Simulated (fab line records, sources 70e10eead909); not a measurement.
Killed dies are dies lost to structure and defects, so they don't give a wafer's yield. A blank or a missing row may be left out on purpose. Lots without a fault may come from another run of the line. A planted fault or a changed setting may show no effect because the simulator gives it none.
A struck lot beside a sound one | flow nand_harc | 25 steps out of a route of 1159
Sound: wafers L831.4, L831.5, L831.6. Struck: wafers L842.1, L842.2, L842.5. The cause comes at the end.
At each step with rows: each side's tool, then ch and its chambers, then its first start. Under that, the readings that differ: sound wafers | struck wafers | difference of the means | sigmas: that difference in standard deviations of wafers without a fault.
alike: readings whose means differ by less than 2 such deviations, and words and numbers that are the same on both sides. not compared: withheld readings, readings that some wafer has no value for, bounds like >300 that may hide the same value, and numbers for which the record gives no deviation and whose values overlap.
The two part at a step that has a row with sigmas, a row that says differs or no value, or rows on one side only. Numbers that don't overlap but have no deviation are shown without sigmas and don't part them. A reading that every wafer of one side lacks parts them only if that side has two wafers or more.

NHARC_P_CONTACT_DEP_30: deposits SiNx, target thk 30 nm.
  sound on pecvd-02 ch 0,2, day 5 14:01; struck on pecvd-04 ch 0,1,2, day 8 15:32
  alike: heater_power_w
  not compared: since_wet_clean_h
NHARC_P_CONTACT_DEP_00: deposits SiO2, target thk 500 nm.
  sound on pecvd-02 ch 0,2, day 5 14:23; struck on pecvd-04 ch 0,1,2
  alike: heater_power_w, throttle_valve_pct
  not compared: since_wet_clean_h
NHARC_P_CONTACT_CMP_01: polishes SiO2, target thk 200 nm.
  sound on cmp-02 ch 0,1, day 5 14:53; struck on cmp-03 ch 0,2,3, day 8 16:13
  alike: edge_zone_pressure_frac, motor_current_A
then, 8 steps without rows for these wafers: NHARC_P_CONTACT_SRD_03; NHARC_P_CONTACT_DEHYDRATE_04 (time 120 s); NHARC_P_CONTACT_HMDS_05 (time 30 s); NHARC_P_CONTACT_COAT_33 (time 75 s); NHARC_P_CONTACT_COAT_34 (time 65 s); NHARC_P_CONTACT_COAT_06 (resist thk 90 nm); NHARC_P_CONTACT_SOFTBAKE_07 (time 55 s); NHARC_P_CONTACT_EBR_08.
NHARC_P_CONTACT_EXPOSE_09: exposes mask P CA, target cd 90 nm.
  sound on arfi_scanner-03 ch 0, day 5 15:35; struck on arfi_scanner-03 ch 0, day 8 16:54
  reading | sound                | struck                        | difference | sigmas
  mask    | P_CA#0 P_CA#0 P_CA#0 | P_CA_R1#0 P_CA_R1#0 P_CA_R1#0 | differs    |
  alike: focus_offset_nm, stage_vel_mm_s
then, 2 steps without rows for these wafers: NHARC_P_CONTACT_PEB_10 (peb time 65 s); NHARC_P_CONTACT_DEVELOP_11 (develop time 35 s).
NHARC_P_CONTACT_CD_MEAS_12: target cd 90 nm.
  sound on cd_sem-01 ch 0, day 5 15:43; struck on cd_sem-03 ch 0, day 8 17:02
  reading    | sound          | struck         | difference | sigmas
  cd_nm (nm) | 90.8 90.8 91.2 | 80.1 79.8 79.9 | -11.0      | -19
NHARC_P_CONTACT_OVL_MEAS_13:
  sound on overlay-01, day 5 15:48; struck on overlay-01, day 8 17:08
  alike: overlay_x_nm, overlay_y_nm
NHARC_P_CONTACT_INSPECT_14:
  sound on defect_inspect-01, day 5 15:50; struck on defect_inspect-01, day 8 17:10
  alike: raw_defect_count
NHARC_P_CONTACT_DESCUM_17: chemistry O2, time 3 s.
  sound on rie_diel-10 ch 0,1,3, day 5 15:55; struck on rie_diel-11 ch 0,1,2, day 8 17:14
  reading                    | sound             | struck            | difference | sigmas
  model.P_CONTACT.cd_nm (nm) | 90.17 90.36 91.07 | 81.13 79.44 79.82 | -10.40     |
  alike: drypump_motor_current_A, oes_product_au, rf_vpp_V, showerhead_plenum_p_Torr, throttle_valve_pct
  not compared: rf_hours_counter_h
NHARC_P_CONTACT_ETCH_35: etches the open film in CF4, target depth 39 nm, time 65 s.
  sound on rie_diel-10 ch 1,2,3, day 5 16:00; struck on rie_diel-11 ch 0,1,2, day 8 17:19
  alike: cf4_flow_sccm, drypump_motor_current_A, oes_product_au, rf_vpp_V, showerhead_plenum_p_Torr, throttle_valve_pct
  not compared: rf_hours_counter_h
NHARC_P_CONTACT_ETCH_36: etches the open film in N2/H2, target depth 260 nm, time 406.25 s.
  sound on rie_diel-10 ch 0,1,3; struck on rie_diel-11 ch 1,2
  alike: drypump_motor_current_A, n2_flow_sccm, oes_product_au, rf_vpp_V, showerhead_plenum_p_Torr, throttle_valve_pct
  not compared: rf_hours_counter_h
then, 2 steps without rows for these wafers: NHARC_P_CONTACT_ETCH_18 (etches the open film in C4F8/O2/Ar, target depth 481 nm, time 240.5 s); NHARC_P_CONTACT_STRIP_37 (strips in C4F8/O2/Ar).
NHARC_P_CONTACT_ETCH_31: etches the open film in CH3F/O2, target depth 30 nm, time 85.7 s.
  sound on rie_diel-10 ch 0,1; struck on rie_diel-11 ch 0,1,3
  reading                    | sound             | struck            | difference | sigmas
  model.P_CONTACT.cd_nm (nm) | 88.59 88.79 90.29 | 80.32 79.59 80.13 | -9.21      |
  alike: drypump_motor_current_A, oes_product_au, rf_vpp_V, showerhead_plenum_p_Torr, throttle_valve_pct
  not compared: rf_hours_counter_h
NHARC_P_CONTACT_CD_MEAS_19:
  sound on cd_sem-01, day 5 16:47; struck on cd_sem-02, day 8 18:06
  reading    | sound          | struck         | difference | sigmas
  cd_nm (nm) | 88.9 89.0 90.5 | 80.4 79.6 80.1 | -9.4       | -6
-- the record jumps here: 14 days lie between the struck wafers' starts before and after (it left off in module P_CONTACT and takes up again in module END, whose first step shown is number 1159 of the route) --
NHARC_END_SORT_01:
  the record has rows for the struck wafers here (prober-02 ch 0, day 22 16:05) and none for the sound ones

WHERE THEY PART
First at NHARC_P_CONTACT_EXPOSE_09; last, within this record, at NHARC_END_SORT_01.

WHY: what the simulator had put in
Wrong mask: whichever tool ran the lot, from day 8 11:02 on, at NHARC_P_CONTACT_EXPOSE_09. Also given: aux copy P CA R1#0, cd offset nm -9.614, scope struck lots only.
